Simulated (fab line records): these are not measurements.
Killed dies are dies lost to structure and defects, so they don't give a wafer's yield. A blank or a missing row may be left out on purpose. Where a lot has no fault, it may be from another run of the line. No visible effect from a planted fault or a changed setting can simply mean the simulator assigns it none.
Which tool did it?	flow nand harc	33 wafers from 11 lots sampled at 5 of the route's 1159 steps

WHAT EACH GAUGE READ, for each wafer
NHARC_END_SORT_01.
lot	measured	on	defect limited yield (%)
L270	day 22 06:13	prober-01	95.4 95.4 95.0
L271	day 22 09:53	prober-02	0 0 0
L274	day 24 01:09	prober-02	0 0 0

EACH LOT AND THE TOOL THAT RAN IT (in order: tool; ch and the chambers of the sampled wafers; start)
lot	NHARC_P_GATE_RTA_82	NHARC_P_CONTACT_ETCH_35	NHARC_P_M0_DEP_00	NHARC_P_M0_ETCH_34
L259	rtp anneal-02 ch 0, day 5 14:43	rie diel-09 ch 0,1,2, day 5 16:40	pecvd-02 ch 1,2, day 6 04:31	rie diel-12 ch 0,2,3, day 6 05:27
L260	rtp anneal-02 ch 0, day 5 15:42	rie diel-01 ch 1,2,3, day 5 17:41	pecvd-02 ch 1,2, day 6 04:50	rie diel-12 ch 0,1,2, day 6 05:56
L262	rtp anneal-02 ch 0, day 6 03:19	rie diel-09 ch 1,2, day 6 05:11	pecvd-04 ch 0,1,2, day 6 13:29	rie diel-08 ch 1,2, day 6 14:22
L261	rtp anneal-01 ch 0, day 6 04:04	rie diel-01 ch 0,2, day 6 06:17	pecvd-03 ch 0,1, day 6 13:59	rie diel-12 ch 0,2,3, day 6 15:01
L264	rtp anneal-01 ch 0, day 6 11:20	rie diel-09 ch 0,2, day 6 13:25	pecvd-02 ch 0,2, day 6 19:35	rie diel-10 ch 1,3, day 6 20:28
L266	rtp anneal-02 ch 0, day 7 04:25	rie diel-09 ch 0,3, day 7 06:23	pecvd-04 ch 0,1, day 7 09:32	rie diel-10 ch 1,2, day 7 10:43
L267	rtp anneal-01 ch 0, day 7 15:58	rie diel-09 ch 0,1,3, day 7 17:56	pecvd-03 ch 0,1, day 8 01:46	rie diel-10 ch 0,1,2, day 8 02:44
L270	rtp anneal-01 ch 0, day 8 03:29	rie diel-01 ch 0,2,3, day 8 05:35	pecvd-02 ch 0,1, day 8 08:42	rie diel-12 ch 0,1,3, day 8 09:46
L271	rtp anneal-01 ch 0, day 8 21:13	rie diel-13 ch 0,1,2, day 8 23:22	pecvd-03 ch 0,1,2, day 9 02:28	rie diel-10 ch 0,1,2, day 9 04:00
L274	rtp anneal-01 ch 0, day 9 13:53	rie diel-09 ch 2,3, day 9 15:59	pecvd-02 ch 0,1, day 10 01:35	rie diel-10 ch 1,2, day 10 03:19
L281	rtp anneal-02 ch 0, day 11 01:28	rie diel-13 ch 0,1,3, day 11 03:33	pecvd-04 ch 0,1,2, day 11 06:38	rie diel-10 ch 0,1,3, day 11 07:44
- NHARC_P_GATE_RTA_82: time 30 s.
- NHARC_P_CONTACT_ETCH_35: etches the open film in CF4, target depth 39 nm, time 65 s.
- NHARC_P_M0_DEP_00: deposits SiOC, target thk 150 nm.
- NHARC_P_M0_ETCH_34: etches the open film in N2/H2, target depth 40 nm, overetch 12 nm, time 43.94 s.

THE ANSWER, worked out from the rows above alone
Rule: what is usual is taken from the lots themselves. Put in order of their means at a reading, lots are off if they are a third of the lots or fewer, leave a main group of 4 or more, and stand apart from it by a gap of 3 or more times the standard deviation of the main group's means; of several such gaps the widest counts. A main group is skipped when, at the precision printed for the reading in the tables above, its means are all equal. A lot without any number at a reading at which 4 lots or more have one is off too. The other lots that the step has rows for count as sound.
Nothing can be told from this: no lot is off at any reading shown.

WHAT WAS PUT IN BY THE SIMULATOR
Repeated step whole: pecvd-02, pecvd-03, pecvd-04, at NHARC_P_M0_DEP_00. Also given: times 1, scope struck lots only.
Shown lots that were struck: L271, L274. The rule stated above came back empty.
